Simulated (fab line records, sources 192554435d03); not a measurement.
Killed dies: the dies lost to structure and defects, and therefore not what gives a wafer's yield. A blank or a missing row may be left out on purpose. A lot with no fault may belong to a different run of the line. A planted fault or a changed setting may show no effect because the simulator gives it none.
fab line records	flow n5Finfet
record lots=7	wafers=21	lastDay=18
route steps=1938 shown STI_FIN_REVEAL@190 PASSIVATION@1936
lots that met no fault: taken from a fault-free run of the same line
startH: hours from the record's opening day to when the first of the lot's shown wafers began	waitH: hours since the lot's step before	" repeats the value in the row above	L1.1+2: several wafers, shown together as one row	- no value, or no start was given	* or withheld: withheld	< > ~ a bound
route shown NAME@n: NAME is a module with steps in the file, n the number in the route of the first one	usual: mean and standard deviation over wafers with no fault	same: alike in all rows	chamber/n: place in a boat	sites: readings site by site	_std_site: the standard deviation of these	_edge_site: the outer-site mean with the inner-site mean subtracted	radiusMm: for every site, how far away it sits from the centre of the wafer	mask NAME#n: copy n	behind: tool/chamber where the wafer was last shaped	hold: what put the lot on hold/how long, in hours/how the hold closed	device: the n, p or np transistor that did not switch	end of line: the same wafers' tests at the end of the route	a step without rows: its recipe alone	killed: the dies lost at the first sort to structure and to defects; this is not the yield of the wafer	map: shows each die of a wafer: x if killed, . if not, _ if none is there
set.NAME: the setting the step ran with; set.NAME@STEP: the setting that earlier step ran with	model.NAME: the simulator's own value behind a step, which no gauge read
lots seen at some steps along the route; tables by step, rows by wafer
services: from which hour (startH, from the record's first day; less than 0 if before it) a tool's chamber was out of use, for how many hours, and why
## steps
# step N5_STI_FIN_REVEAL_ETCHBACK_08
# recipe chemistry=C4F6/O2	target=SiO2	targetDepthA=305	timeS=10.167	ionEnergyEv=250	pressureMtorr=30	sourceW=345	biasW=185	Ar_flow_sccm=300	C4F6_flow_sccm=10	O2_flow_sccm=10
# usual biasW=185.0/0.59	drypumpMotorCurrentA=6.0/0.53	oesProductAu=0.77/0.063	rfVppV=663/15	showerheadPlenumPTorr=2.83/0.078	throttleValvePct=21.13/0.27
# same timeS=10.167
lot.wafer	tool	chamber	startH	waitH	biasW	drypumpMotorCurrentA	oesProductAu	rfHoursCounterH	rfVppV	showerheadPlenumPTorr	throttleValvePct
L511.2	rieDiel-02	0	70.55	0.2	184.2	5.8	0.75	141	658	2.71	20.76
L511.4	"	0	"	"	184.5	5.8	0.75	-	659	2.70	20.75
L511.6	"	2	"	"	186.2	5.9	0.73	-	665	2.86	21.33
L523.3	rieDiel-02	0	144.33	0.1	185.3	5.8	0.74	169	657	2.69	20.80
L523.4	"	2	"	"	184.6	5.9	0.72	-	665	2.85	21.36
L523.6	"	3	"	"	184.3	6.8	0.68	-	688	2.81	21.64
L524.1	rieDiel-02	3	147.90	0.4	184.5	6.8	0.68	224	689	2.81	21.64
L524.2	"	2	"	"	184.7	5.9	0.71	230	665	2.85	21.37
L524.4	"	3	"	"	184.1	6.8	0.68	-	689	2.81	21.64
L525.1	rieDiel-02	3	155.05	0.4	185.2	6.8	0.68	228	688	2.81	21.65
L525.4	"	2	"	"	186.2	5.8	0.70	-	666	2.84	21.38
L525.5	"	3	"	"	183.0	6.8	0.67	-	689	2.81	21.66
L526.1	rieDiel-04	2	160.44	0.3	185.4	5.9	0.84	68	656	2.98	21.06
L526.3	"	3	"	"	184.8	5.8	0.69	240	644	2.70	20.94
L526.4	"	1	"	"	185.0	5.8	0.68	247	668	2.92	21.33
L527.1	rieDiel-06	2	165.68	0.2	184.4	4.9	0.72	206	644	2.82	21.14
L527.2	"	1	"	"	185.0	5.8	0.81	81	661	2.77	20.94
L527.3	"	0	"	"	185.0	6.4	0.75	126	668	2.87	20.98
L528.1	rieDiel-02	0	173.19	0.2	184.6	5.8	0.73	175	656	2.69	20.81
L528.4	"	0	"	"	185.0	5.8	0.73	-	658	2.69	20.81
L528.5	"	3	"	"	185.6	6.8	0.68	-	689	2.81	21.65
# step N5_STI_FIN_REVEAL_STRIP_24
# recipe chemistry=N2/H2	timeS=90	powerW=100	tempC=40	pressureMtorr=100	rfFrequencyHz=6e+07	biasPowerW=3	n2FlowSccm=300	h2FlowSccm=300
# usual biasPowerW=3.000/0.0091	chamberPressureMTorr=100.01/0.088	drypumpMotorCurrentA=6.0/0.53	oesProductAu=0.77/0.066	rfVppV=45.4/0.83	showerheadPlenumPTorr=3.35/0.093	throttleValvePct=12.18/0.21
# same timeS=90
lot.wafer	tool	chamber	startH	waitH	biasPowerW	chamberPressureMTorr	drypumpMotorCurrentA	oesProductAu	rfHoursCounterH	rfVppV	showerheadPlenumPTorr	throttleValvePct
L511.2	rieDiel-02	0	70.58	0.0	2.987	99.93	5.8	0.75	141	45.0	3.23	12.03
L511.4	"	0	"	"	2.995	99.99	5.8	0.76	-	46.0	3.23	12.01
L511.6	"	2	"	"	2.996	100.10	5.9	0.73	-	46.5	3.32	12.13
L523.3	rieDiel-02	0	144.37	0.0	3.002	99.98	5.8	0.72	169	44.0	3.22	12.10
L523.4	"	2	"	"	3.015	100.06	5.9	0.72	-	45.3	3.31	12.20
L523.6	"	3	"	"	2.994	99.99	6.8	0.68	-	45.3	3.32	12.63
L524.1	rieDiel-02	3	147.93	0.0	3.005	99.85	6.8	0.69	224	44.3	3.31	12.64
L524.2	"	2	"	"	3.005	99.95	5.9	0.71	230	43.8	3.31	12.20
L524.4	"	3	"	"	2.990	100.10	6.8	0.68	-	45.3	3.31	12.63
L525.1	rieDiel-02	3	155.08	0.0	3.015	99.86	6.8	0.69	228	46.6	3.31	12.64
L525.4	"	2	"	"	3.001	100.12	5.8	0.70	-	44.9	3.30	12.21
L525.5	"	3	"	"	3.003	100.06	6.8	0.69	-	43.6	3.31	12.64
L526.1	rieDiel-04	2	160.47	0.0	2.994	99.92	6.0	0.84	68	47.5	3.55	12.12
L526.3	"	3	"	"	3.013	99.97	5.8	0.68	240	44.2	3.20	12.14
L526.4	"	1	"	"	2.988	100.03	5.8	0.70	247	45.3	3.45	12.47
L527.1	rieDiel-06	2	165.71	0.0	3.002	99.91	4.9	0.72	206	44.6	3.36	12.45
L527.2	"	1	"	"	3.002	99.94	5.8	0.83	81	44.5	3.28	12.04
L527.3	"	0	"	"	3.004	100.02	6.4	0.75	126	44.8	3.41	12.16
L528.1	rieDiel-02	0	173.23	0.0	2.993	99.90	5.8	0.72	175	45.4	3.21	12.10
L528.4	"	0	"	"	3.003	100.15	5.8	0.72	-	44.6	3.21	12.11
L528.5	"	3	"	"	2.985	99.99	6.8	0.68	-	45.4	3.31	12.64
# step N5_STI_FIN_REVEAL_PRECLEAN_25
# recipe chemistry=SPM	timeS=90	tempC=120	mix=4:1
# step N5_STI_FIN_REVEAL_PRECLEAN_26
# recipe chemistry=SC1	timeS=45	tempC=46	mix=1:2:100
# step N5_STI_FIN_REVEAL_PRECLEAN_29
# recipe chemistry=DHF	timeS=30	tempC=25	dilution=300:1
# step N5_STI_FIN_REVEAL_SRD_12
# recipe timeS=30	tempC=23	rinseLiquid=diw	dry=ipaMarangoni
# step N5_STI_FIN_REVEAL_RECESS_09
# recipe chemistry=HF/NH3	target=SiO2	afsCycles=11	targetDepthA=425	tempC=30	sublimationTempC=180	sublimationTimeS=60
# usual drypumpMotorCurrentA=6.16/0.18
lot.wafer	tool	chamber	startH	waitH	drypumpMotorCurrentA
L511.2	vaporEtch-02	0	70.80	0.0	6.12
L511.4	"	0	"	"	6.12
L511.6	"	0	"	"	6.11
L523.3	vaporEtch-02	0	145.11	0.6	6.16
L523.4	"	1	"	"	6.44
L523.6	"	1	"	"	6.41
L524.1	vaporEtch-01	0	148.15	0.0	5.95
L524.2	"	1	"	"	6.17
L524.4	"	0	"	"	5.92
L525.1	vaporEtch-01	1	155.30	0.0	6.13
L525.4	"	1	"	"	6.18
L525.5	"	1	"	"	6.18
L526.1	vaporEtch-02	1	160.69	0.0	6.42
L526.3	"	0	"	"	6.13
L526.4	"	1	"	"	6.42
L527.1	vaporEtch-01	1	165.93	0.0	6.19
L527.2	"	0	"	"	5.89
L527.3	"	1	"	"	6.18
L528.1	vaporEtch-02	0	173.45	0.0	6.13
L528.4	"	1	"	"	6.41
L528.5	"	1	"	"	6.40
# step N5_STI_FIN_REVEAL_STRIP_16
# recipe chemistry=H3PO4	material=SiNx	tempC=165	targetDepthA=238	overetchFraction=0.4964	dry=ipaMarangoni
# step N5_STI_FIN_REVEAL_PRECLEAN_17
# recipe chemistry=NF3:NH3	afsCycles=1	tempC=30	timeS=20	sublimationTempC=180	sublimationTimeS=60	pressureTorr=3	rfPowerW=30
# step N5_STI_FIN_REVEAL_ETCH_34
# recipe chemistry=H2	mode=isotropic	material=Si	target=Si	targetDepthA=9.7	tempC=20	pressureMtorr=4.5	icpW=300	biasW=0	h2FlowSccm=7.5	heFlowSccm=142.5
# usual drypumpMotorCurrentA=5.7/0.49	heBacksideLeakSccm=2.80/0.23	oesProductAu=0.999/0.02	throttleValvePct=25.9/0.45
# same biasW=0
lot.wafer	tool	chamber	startH	waitH	drypumpMotorCurrentA	heBacksideLeakSccm	oesProductAu	rfHoursCounterH	throttleValvePct
L511.2	rieSi-02	3	72.89	0.1	6.5	2.57	1.010	2	25.9
L511.4	"	1	"	"	6.3	2.72	1.029	84	24.9
L511.6	"	2	"	"	5.7	2.88	1.007	-	25.4
L523.3	rieSi-03	0	146.68	0.1	5.8	2.53	0.972	121	25.8
L523.4	"	3	"	"	5.3	2.44	0.979	134	26.0
L523.6	"	1	"	"	5.0	2.86	0.995	-	26.3
L524.1	rieSi-01	1	150.25	0.2	5.4	2.92	0.995	177	26.5
L524.2	"	3	"	"	5.5	3.00	0.991	0	25.5
L524.4	"	0	"	"	6.6	2.63	1.004	78	25.3
L525.1	rieSi-02	0	157.42	0.2	5.9	2.40	1.009	34	26.2
L525.4	"	1	"	"	6.3	2.92	1.028	85	24.9
L525.5	"	1	"	"	6.3	3.00	1.030	-	24.9
L526.1	rieSi-01	0	162.78	0.2	6.6	2.74	0.998	78	25.2
L526.3	"	3	"	"	5.5	3.08	0.992	0	25.5
L526.4	"	2	"	"	5.5	2.58	1.015	118	26.1
L527.1	rieSi-03	2	168.03	0.2	5.5	3.01	0.974	120	25.9
L527.2	"	3	"	"	5.4	2.49	0.970	134	26.0
L527.3	"	0	"	"	5.9	2.92	0.959	122	25.8
L528.1	rieSi-01	0	175.55	0.2	6.6	2.73	1.002	78	25.2
L528.4	"	2	"	"	5.5	2.59	1.018	119	26.1
L528.5	"	0	"	"	6.6	2.75	1.008	-	25.3
# step N5_STI_FIN_REVEAL_OXIDATION_31
# recipe chemistry=O2_PLASMA_REMOTE	tempC=150	timeS=20	pressureMtorr=1000	sourcePowerW=2000	o2FlowSccm=3000
# step N5_STI_FIN_REVEAL_PRECLEAN_32
# recipe chemistry=NF3:NH3	afsCycles=1	tempC=30	timeS=20	sublimationTempC=180	sublimationTimeS=60	pressureTorr=3	rfPowerW=30
# step N5_STI_FIN_REVEAL_STRIP_35
# recipe chemistry=H3PO4	material=Si3N4	tempC=165	targetDepthA=40	timeS=39
# usual bathGuardTempC=165.1/0.49	bathHeatDutyPct=28.4/2.6	timeS=39/0
lot.wafer	tool	chamber	startH	waitH	bathGuardTempC	bathHeatDutyPct	timeS	model.Si_of_PMOS_HMC_CHANNEL_EPI_EPI_26.thkNm
L511.2	wetBench-06	3	73.24	0.2	164.8	25.2	39	2.6
L511.4	"	5	"	"	164.6	26.7	39	2.6
L511.6	"	2	"	"	164.7	26.0	39	2.6
L523.3	wetBench-02	4	147.03	0.1	-	-	-	3
L523.4	"	5	"	"	-	-	-	3
L523.6	"	6	"	"	-	-	-	3
L524.1	wetBench-06	2	150.66	0.2	-	-	-	3
L524.2	"	7	"	"	-	-	-	3
L524.4	"	6	"	"	-	-	-	3
L525.1	wetBench-06	2	157.77	0.2	-	-	-	3
L525.4	"	1	"	"	-	-	-	3
L525.5	"	5	"	"	-	-	-	3
L526.1	wetBench-02	3	163.13	0.2	164.3	23.7	39	2.6
L526.3	"	4	"	"	164.7	24.7	39	2.6
L526.4	"	5	"	"	164.8	26.7	39	2.6
L527.1	wetBench-01	4	168.38	0.2	166.1	29.3	39	2.6
L527.2	"	5	"	"	164.6	31.3	39	2.6
L527.3	"	2	"	"	165.2	27.9	39	2.6
L528.1	wetBench-02	1	175.90	0.2	165.6	33.3	39	2.8
L528.4	"	0	"	"	165.7	29.3	39	2.8
L528.5	"	2	"	"	164.5	28.8	39	2.8
# step N5_STI_FIN_REVEAL_SRD_21
# recipe dry=ipaMarangoni	timeS=30	tempC=23	rinseLiquid=diw
# step N5_STI_FIN_REVEAL_OXIDATION_33
# recipe chemistry=O2_PLASMA_REMOTE	tempC=150	timeS=20	pressureMtorr=1000	sourcePowerW=2000	o2FlowSccm=3000
# usual drypumpMotorCurrentA=5.7/0.41	heaterPowerW=154/11
# same timeS=20
lot.wafer	tool	chamber	startH	waitH	drypumpMotorCurrentA	heaterPowerW	rfHoursCounterH
L511.2	plasmaAsher-01	0	73.30	0.0	5.5	155	46
L511.4	"	0	"	"	5.5	152	-
L511.6	"	0	"	"	5.5	152	-
L523.3	plasmaAsher-01	1	147.11	0.0	6.2	165	-
L523.4	"	0	"	"	5.5	153	-
L523.6	"	1	"	"	6.2	164	-
L524.1	plasmaAsher-02	0	150.72	0.0	5.1	158	92
L524.2	"	1	"	"	5.8	139	92
L524.4	"	0	"	"	5.1	160	-
L525.1	plasmaAsher-02	0	157.84	0.0	5.1	157	94
L525.4	"	0	"	"	5.1	152	-
L525.5	"	1	"	"	5.8	138	-
L526.1	plasmaAsher-02	0	163.19	0.0	5.1	156	95
L526.3	"	0	"	"	5.1	160	-
L526.4	"	1	"	"	5.8	140	-
L527.1	plasmaAsher-02	0	168.44	0.0	5.1	157	96
L527.2	"	1	"	"	5.8	142	96
L527.3	"	0	"	"	5.2	156	-
L528.1	plasmaAsher-01	0	176.06	0.1	5.4	150	66
L528.4	"	0	"	"	5.4	148	-
L528.5	"	0	"	"	5.4	157	-
# step N5_STI_FIN_REVEAL_CLEAN_19
# recipe chemistry=O3/DIW	tempC=25	timeS=120	o3Ppm=10
# same timeS=120
lot.wafer	tool	chamber	startH	waitH	model.Si_of_PMOS_HMC_CHANNEL_EPI_EPI_26.thkNm
L511.2+4+6	wetBench-02	1,3,0	73.39	0.1	2.4
L523.3+4+6	wetBench-06	4,7,5	147.18	0.0	2.8
L524.1+2+4	wetBench-06	0,4,6	150.81	0.1	2.8
L525.1+4+5	wetBench-01	5,2,0	157.92	0.1	2.8
L526.1+3+4	wetBench-02	3,4,5	163.28	0.1	2.4
L527.1+2+3	wetBench-02	1,7,2	168.53	0.1	2.4
L528.1+4+5	wetBench-02	5,6,0	176.15	0.1	2.6
# step N5_STI_FIN_REVEAL_SRD_23
# recipe dry=ipaMarangoni	timeS=30	tempC=23	rinseLiquid=diw
# step N5_STI_FIN_REVEAL_CD_MEAS_22
# recipe targetCdNm=6.238	pitchNm=28	polarity=line
# usual cdNm=6.2/0.32
lot.wafer	tool	chamber	startH	waitH	cdNm
L511.2	cdSem-01	-	73.46	0.0	6.3
L511.4	"	-	"	"	6.2
L511.6	"	-	"	"	5.8
L523.3	cdSem-03	-	147.26	0.0	5.9
L523.4	"	-	"	"	6.3
L523.6	"	-	"	"	6.2
L524.1	cdSem-03	-	150.89	0.0	6.2
L524.2	"	-	"	"	6.0
L524.4	"	-	"	"	6.2
L525.1	cdSem-03	-	158.00	0.0	6.8
L525.4	"	-	"	"	7.0
L525.5	"	-	"	"	5.9
L526.1	cdSem-03	-	163.36	0.0	5.6
L526.3	"	-	"	"	6.0
L526.4	"	-	"	"	6.3
L527.1	cdSem-01	-	168.60	0.0	6.3
L527.2	"	-	"	"	6.2
L527.3	"	-	"	"	6.2
L528.1	cdSem-03	-	176.22	0.0	6.0
L528.4	"	-	"	"	5.7
L528.5	"	-	"	"	5.9
# step N5_STI_FIN_REVEAL_FIN_H_MEAS_10
# usual trenchDepthNm=51.6/0.67
lot.wafer	tool	chamber	startH	waitH	trenchDepthNm
L511.2	ocd-02	-	73.49	0.0	51.8
L511.4	"	-	"	"	52.2
L511.6	"	-	"	"	52.8
L523.3	ocd-02	-	147.29	0.0	46.8
L523.4	"	-	"	"	48.5
L523.6	"	-	"	"	46.5
L524.1	ocd-02	-	150.93	0.0	47.3
L524.2	"	-	"	"	48.2
L524.4	"	-	"	"	46.6
L525.1	ocd-01	-	158.03	0.0	47.9
L525.4	"	-	"	"	48.0
L525.5	"	-	"	"	47.9
L526.1	ocd-01	-	163.39	0.0	52.5
L526.3	"	-	"	"	52.3
L526.4	"	-	"	"	50.8
L527.1	ocd-01	-	168.63	0.0	51.7
L527.2	"	-	"	"	50.7
L527.3	"	-	"	"	51.0
L528.1	ocd-02	-	176.26	0.0	50.8
L528.4	"	-	"	"	51.1
L528.5	"	-	"	"	50.7
# step N5_STI_FIN_REVEAL_PRECLEAN_18
# recipe chemistry=SC2	timeS=45	tempC=35	mix=1:1:50
# step N5_PASSIVATION_PROBE_49
# usual killed_at_M0_to_M3=32/11	killed_at_M4_up=12/4.4	killedAtContacts=13/6.1	killedAtFrontEnd=39/12	killedAtOther=3.9/3	killedDies=100/17	killedOnRim=13/3.9	killedOpen=66/12	killedShort=33/7.4
# same grossDies=1180	killedAtBackSide=0
lot.wafer	tool	chamber	startH	waitH	killed_at_M0_to_M3	killed_at_M4_up	killedAtContacts	killedAtFrontEnd	killedAtOther	killedDies	killedOnRim	killedOpen	killedShort
L511.2	prober-01	-	327.21	0.1	34	13	4	35	4	90	20	63	26
L511.4	prober-01	-	327.31	0.2	19	19	9	44	3	94	12	59	30
L511.6	prober-01	-	327.41	0.3	19	14	7	51	7	98	15	59	31
L524.1	prober-02	-	394.03	0.0	30	20	7	66	2	125	13	90	30
L524.2	prober-02	-	394.08	0.1	24	20	9	41	2	96	10	66	24
L524.4	prober-02	-	394.18	0.2	46	17	7	43	3	116	23	76	32
L523.3	prober-01	-	396.11	0.1	43	12	15	30	8	108	15	70	38
L523.4	prober-01	-	396.16	0.2	28	11	13	53	1	106	13	74	30
L523.6	prober-01	-	396.26	0.3	47	7	6	43	8	111	14	73	38
L525.1	prober-02	-	396.72	0.0	17	16	13	14	5	65	12	50	15
L525.4	prober-02	-	396.87	0.2	19	11	9	43	0	82	10	56	24
L525.5	prober-02	-	396.92	0.2	22	13	15	26	3	79	12	55	23
L526.1	prober-01	-	421.74	0.0	29	7	14	48	7	105	12	66	36
L526.3	prober-01	-	421.84	0.1	23	8	14	59	2	106	12	63	39
L526.4	prober-01	-	421.89	0.2	35	15	18	54	1	123	13	82	40
L528.1	prober-02	-	422.25	0.0	23	9	10	51	6	99	9	66	32
L528.4	prober-02	-	422.40	0.2	26	13	10	46	7	102	18	73	28
L528.5	prober-02	-	422.45	0.2	31	10	7	46	5	99	8	74	24
L527.1	prober-01	-	432.47	0.0	33	14	18	34	4	103	14	62	40
L527.2	prober-01	-	432.52	0.1	24	10	18	72	6	130	20	85	45
L527.3	prober-01	-	432.57	0.1	25	16	7	29	1	78	9	49	27
# killed by level:class
L511.2 STI_FIN_REVEAL:geometricParticle:open=13 BEOL_M3:geometricParticle:open=10 DUMMY_GATE:geometricParticle:open=7 BEOL_M1:geometricParticle:open=7 BEOL_M4:geometricParticle:open=7 BEOL_M0_SAQP:geometricParticle:short=5 FIN_SAQP:geometricParticle:open=3 STARTING-WAFER:geometricParticle:open=3
L511.4 STI_FIN_REVEAL:geometricParticle:open=22 FIN_SAQP:geometricParticle:short=9 MOL_CONTACT_COAG:geometricParticle:open=6 BEOL_M4:geometricParticle:open=6 BEOL_M0:geometricParticle:open=5 FIN_SAQP:geometricParticle:open=3 MOL_CONTACT_COAG:geometricParticle:short=3 BEOL_M0_SAQP:geometricParticle:open=3
L511.6 STI_FIN_REVEAL:geometricParticle:open=13 FIN_SAQP:geometricParticle:open=8 FIN_SAQP:geometricParticle:short=7 BEOL_M0_SAQP:geometricParticle:short=5 HKMG_FIN:areaEtch=5 SPACER0:geometricParticle:open=4 MOL_CONTACT_COAG:geometricParticle:open=4 BEOL_M0:geometricParticle:open=4
L524.1 FIN_SAQP:geometricParticle:open=28 STI_FIN_REVEAL:geometricParticle:open=13 BEOL_M4:geometricParticle:open=7 DUMMY_GATE:geometricParticle:open=6 BEOL_M1:geometricParticle:open=6 FIN_SAQP:geometricParticle:short=5 MOL_CONTACT_COAG:geometricParticle:open=5 BEOL_M0_SAQP:geometricParticle:short=5
L524.2 STI_FIN_REVEAL:geometricParticle:open=15 FIN_SAQP:geometricParticle:open=9 BEOL_M4:geometricParticle:open=8 MOL_CONTACT_COAG:geometricParticle:open=6 GATE_CUT:geometricParticle:short=5 BEOL_M0_SAQP:geometricParticle:open=5 BEOL_M3:geometricParticle:open=5 BEOL_M0_SAQP:geometricParticle:short=4
L524.4 BEOL_M0_SAQP:geometricParticle:open=11 BEOL_M3:geometricParticle:open=11 STI_FIN_REVEAL:geometricParticle:open=10 BEOL_M4:geometricParticle:open=9 MOL_CONTACT_COAG:geometricParticle:open=6 BEOL_M0_SAQP:geometricParticle:short=6 FIN_SAQP:geometricParticle:short=5 DUMMY_GATE:geometricParticle:open=4
L523.3 MOL_CONTACT_COAG:geometricParticle:open=11 BEOL_M1:geometricParticle:open=9 STI_FIN_REVEAL:geometricParticle:open=7 BEOL_M2:geometricParticle:open=7 BEOL_M0_SAQP:geometricParticle:short=7 BEOL_M3:geometricParticle:open=7 BEOL_M4:geometricParticle:open=6 FIN_SAQP:geometricParticle:open=4
L523.4 STI_FIN_REVEAL:geometricParticle:open=17 FIN_SAQP:geometricParticle:open=11 MOL_CONTACT_COAG:geometricParticle:open=10 BEOL_M0_SAQP:geometricParticle:open=7 BEOL_M3:geometricParticle:open=6 FIN_SAQP:geometricParticle:short=5 BEOL_M0:geometricParticle:open=5 STARTING-WAFER:geometricParticle:short=5
L523.6 BEOL_M0_SAQP:geometricParticle:short=13 BEOL_M0_SAQP:geometricParticle:open=12 FIN_SAQP:geometricParticle:open=11 STI_FIN_REVEAL:geometricParticle:open=10 BEOL_M2:geometricParticle:open=8 FIN_SAQP:geometricParticle:short=6 MIM_TOP_ETCH:geometricParticle:open=6 GATE_CUT:geometricParticle:short=5
L525.1 MOL_CONTACT_COAG:geometricParticle:open=12 BEOL_M0_SAQP:geometricParticle:open=5 BEOL_M1:geometricParticle:open=4 BEOL_M3:geometricParticle:open=4 BEOL_M4:geometricParticle:open=4 GATE_CUT:geometricParticle:open=3 BEOL_M0_SAQP:geometricParticle:short=3 BEOL_M8:geometricParticle:open=3
L525.4 DUMMY_GATE:geometricParticle:open=11 GATE_CUT:geometricParticle:short=9 FIN_SAQP:geometricParticle:open=8 MOL_CONTACT_COAG:geometricParticle:open=7 BEOL_M0_SAQP:geometricParticle:open=5 BEOL_M3:geometricParticle:open=5 BEOL_M4:geometricParticle:open=4 STI_FIN_REVEAL:geometricParticle:open=3
L525.5 MOL_CONTACT_COAG:geometricParticle:open=15 STI_FIN_REVEAL:geometricParticle:open=8 DUMMY_GATE:geometricParticle:open=5 BEOL_M0_SAQP:geometricParticle:short=5 FIN_SAQP:geometricParticle:open=4 GATE_CUT:geometricParticle:short=4 BEOL_M0_SAQP:geometricParticle:open=4 BEOL_M4:geometricParticle:open=4
L526.1 MOL_CONTACT_COAG:geometricParticle:open=11 FIN_SAQP:geometricParticle:short=8 FIN_SAQP:geometricParticle:open=8 BEOL_M2:geometricParticle:open=8 STI_FIN_REVEAL:geometricParticle:open=6 GATE_CUT:geometricParticle:short=5 GATE_CUT:geometricParticle:open=5 BEOL_M0_SAQP:geometricParticle:short=5
L526.3 STI_FIN_REVEAL:geometricParticle:open=13 FIN_SAQP:geometricParticle:short=12 FIN_SAQP:geometricParticle:open=9 MOL_CONTACT_COAG:geometricParticle:open=7 MOL_CONTACT_COAG:geometricParticle:short=6 BEOL_M3:geometricParticle:open=6 GATE_CUT:geometricParticle:short=5 BEOL_M1:geometricParticle:open=5
L526.4 MOL_CONTACT_COAG:geometricParticle:open=14 FIN_SAQP:geometricParticle:open=13 FIN_SAQP:geometricParticle:short=13 STI_FIN_REVEAL:geometricParticle:open=9 BEOL_M1:geometricParticle:open=7 BEOL_M2:geometricParticle:short=7 BEOL_M3:geometricParticle:open=7 BEOL_M4:geometricParticle:open=6
L528.1 GATE_CUT:geometricParticle:open=12 FIN_SAQP:geometricParticle:short=9 GATE_CUT:geometricParticle:short=8 FIN_SAQP:geometricParticle:open=6 DUMMY_GATE:geometricParticle:open=6 MOL_CONTACT_COAG:geometricParticle:open=6 BEOL_M2:geometricParticle:open=6 BEOL_M1:geometricParticle:open=5
L528.4 MOL_CONTACT_COAG:geometricParticle:open=10 DUMMY_GATE:geometricParticle:open=9 BEOL_M1:geometricParticle:open=9 STI_FIN_REVEAL:geometricParticle:open=8 GATE_CUT:geometricParticle:open=6 GATE_CUT:geometricParticle:short=6 BEOL_M2:geometricParticle:open=5 BEOL_M6:geometricParticle:open=5
L528.5 FIN_SAQP:geometricParticle:open=10 MOL_CONTACT_COAG:geometricParticle:open=7 BEOL_M3:geometricParticle:open=7 BEOL_M1:geometricParticle:open=7 DUMMY_GATE:geometricParticle:open=6 GATE_CUT:geometricParticle:open=6 BEOL_M0_SAQP:geometricParticle:short=6 GATE_CUT:geometricParticle:short=5
L527.1 MOL_CONTACT_COAG:geometricParticle:open=14 FIN_SAQP:geometricParticle:open=9 BEOL_M0_SAQP:geometricParticle:short=9 BEOL_M3:geometricParticle:open=6 BEOL_M0_SAQP:geometricParticle:open=5 BEOL_M4:geometricParticle:open=5 FIN_SAQP:geometricParticle:short=4 GATE_CUT:geometricParticle:short=4
L527.2 FIN_SAQP:geometricParticle:short=20 MOL_CONTACT_COAG:geometricParticle:open=16 FIN_SAQP:geometricParticle:open=15 STI_FIN_REVEAL:geometricParticle:open=7 DUMMY_GATE:geometricParticle:open=7 BEOL_M3:geometricParticle:open=6 DUMMY_GATE:geometricParticle:short=5 ILD0:geometricParticle:open=5
L527.3 BEOL_M0_SAQP:geometricParticle:short=7 STI_FIN_REVEAL:geometricParticle:open=5 MOL_CONTACT_COAG:geometricParticle:open=5 BEOL_M4:geometricParticle:open=5 BEOL_M2:geometricParticle:open=5 FIN_SAQP:geometricParticle:open=4 BEOL_M0_SAQP:geometricParticle:open=4 BEOL_M3:geometricParticle:open=4
## services
tool	chamber	startH	hours	kind
rieDiel-06	0	56.88	6.4	repair
rieDiel-04	-	59.92	0.3	repair
wetBench-06	-	65.36	1.9	repair
rieSi-02	-	65.70	2.8	pm
rieDiel-06	3	67.20	121.0	repair
rieDiel-02	3	68.22	5.0	repair
vaporEtch-01	-	89.86	2.1	repair
rieSi-03	1	94.00	6.1	repair
rieDiel-02	2	98.16	2.6	repair
rieSi-03	2	107.29	3.7	repair
rieDiel-02	3	114.24	1.8	repair
rieSi-01	3	117.00	-	clean
rieSi-01	3	117.00	20.4	scheduledDown
rieSi-01	3	117.00	20.4	ventCycle
rieDiel-04	-	137.64	1.0	repair
rieSi-02	1	141.54	4.6	repair
plasmaAsher-01	-	148.73	0.3	repair
plasmaAsher-01	-	155.41	2.2	repair
rieDiel-02	-	158.13	14.6	pm
vaporEtch-02	1	165.05	5.2	repair
rieDiel-04	1	166.78	-	clean
rieDiel-04	1	166.78	-	consumableReplace:focusRing
rieDiel-04	1	166.78	21.4	scheduledDown
wetBench-01	-	171.16	0.8	repair
## key
firstSign step=N5_STI_FIN_REVEAL_STRIP_35	reading=toolRecord	direction=missing
effect step=N5_STI_FIN_REVEAL_FIN_H_MEAS_10	reading=trenchDepthNm	direction=down	sigmas=6.2	usual=51.6	struck=47.5
modelEffect step=N5_STI_FIN_REVEAL_STRIP_35	value=Si_of_PMOS_HMC_CHANNEL_EPI_EPI_26.thkNm	without=2.644	struck=3
modelEffect step=N5_STI_FIN_REVEAL_CLEAN_19	value=Si_of_PMOS_HMC_CHANNEL_EPI_EPI_26.thkNm	without=2.467	struck=2.8
metAt N5_STI_FIN_REVEAL_STRIP_35
struckWafers L523.3,L523.4,L523.6,L524.1,L524.2,L524.4,L525.1,L525.4,L525.5
testerLeftOut L523,L524,L525
onsetBetween 73.24 147.03
fault kind=skippedStepWhole	tool=wetBench-02,wetBench-06	chamber=-	onsetH=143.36	steps=N5_STI_FIN_REVEAL_STRIP_35	scope=struckLotsOnly
# testerLeftOut: of these lots the tester's yield and bins aren't shown, on N5 and GAA mostly nor the transistor test; their killed dies are dies lost to structure and defects alone, not to doping, threshold or leakage, so they don't give the yield
